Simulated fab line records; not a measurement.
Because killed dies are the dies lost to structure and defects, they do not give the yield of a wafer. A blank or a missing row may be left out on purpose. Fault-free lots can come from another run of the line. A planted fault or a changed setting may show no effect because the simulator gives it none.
Which tool is to blame?    flow n5 finfet    11 lots with 31 wafers sampled at 2 steps, on a route of 1938 steps

== WHAT THE GAUGES READ, wafer by wafer ==
N5_MOL_CONTACT_COAG_THK_MEAS_29.
lot   measured      on             MD_CAP_THK (nm)
L164  day 5 03:51   film metro-02  17.92 17.79 17.69
L167  day 5 20:02   film metro-01  17.63 17.69 17.83
L169  day 6 10:07   film metro-02  18.03 18.01 17.89
L171  day 6 21:43   film metro-01  17.70 17.82 17.94
L172  day 6 23:21   film metro-02  17.97 17.88 17.89
L173  day 7 07:50   film metro-02  17.85 17.93 17.77
L175  day 7 19:40   film metro-02  17.87 17.92
L176  day 8 04:25   film metro-02  17.92 18.07
L185  day 10 03:17  film metro-02  17.91 18.04 17.89
L186  day 10 16:10  film metro-01  17.85 17.99 17.84
L187  day 10 21:25  film metro-01  18.06 18.04 18.04

== WHAT TOOL EACH LOT RAN ON (gives the tool, then ch and the chambers of the sampled wafers, and finally the start) ==
lot   N5_MOL_CONTACT_COAG_SIL_ANNEAL_21
L164  rtp anneal-02 ch 0, day 4 21:16
L167  rtp anneal-02 ch 0, day 5 11:58
L169  rtp anneal-01 ch 0, day 6 02:06
L171  rtp anneal-02 ch 0, day 6 12:25
L172  rtp anneal-02 ch 0, day 6 17:17
L173  rtp anneal-01 ch 0, day 7 00:23
L175  rtp anneal-01 ch 0, day 7 13:21
L176  rtp anneal-01 ch 0, day 7 19:49
L185  rtp anneal-02 ch 0, day 9 20:18
L186  rtp anneal-02 ch 0, day 10 08:57
L187  rtp anneal-01 ch 0, day 10 13:10
- N5_MOL_CONTACT_COAG_SIL_ANNEAL_21: time 60 s.

== THE ANSWER, worked out from the rows above alone ==
Rule: the lots themselves supply what counts as usual. The widest of any qualifying gaps counts: lots, ordered by their means at a reading, are off when they make up no more than a third of the lots, leave a main group of 4 or more, and stand apart from it by 3 or more times the standard deviation of that group's means. The tables above print the reading to a certain number of digits; a main group whose means all agree to those digits is not used. Also off: a lot with no number at a reading for which 4 or more lots have one. The other lots that the step has rows for count as sound.
Nothing can be told from this: no lot is off at any reading shown.

== WHAT WAS PUT IN BY THE SIMULATOR ==
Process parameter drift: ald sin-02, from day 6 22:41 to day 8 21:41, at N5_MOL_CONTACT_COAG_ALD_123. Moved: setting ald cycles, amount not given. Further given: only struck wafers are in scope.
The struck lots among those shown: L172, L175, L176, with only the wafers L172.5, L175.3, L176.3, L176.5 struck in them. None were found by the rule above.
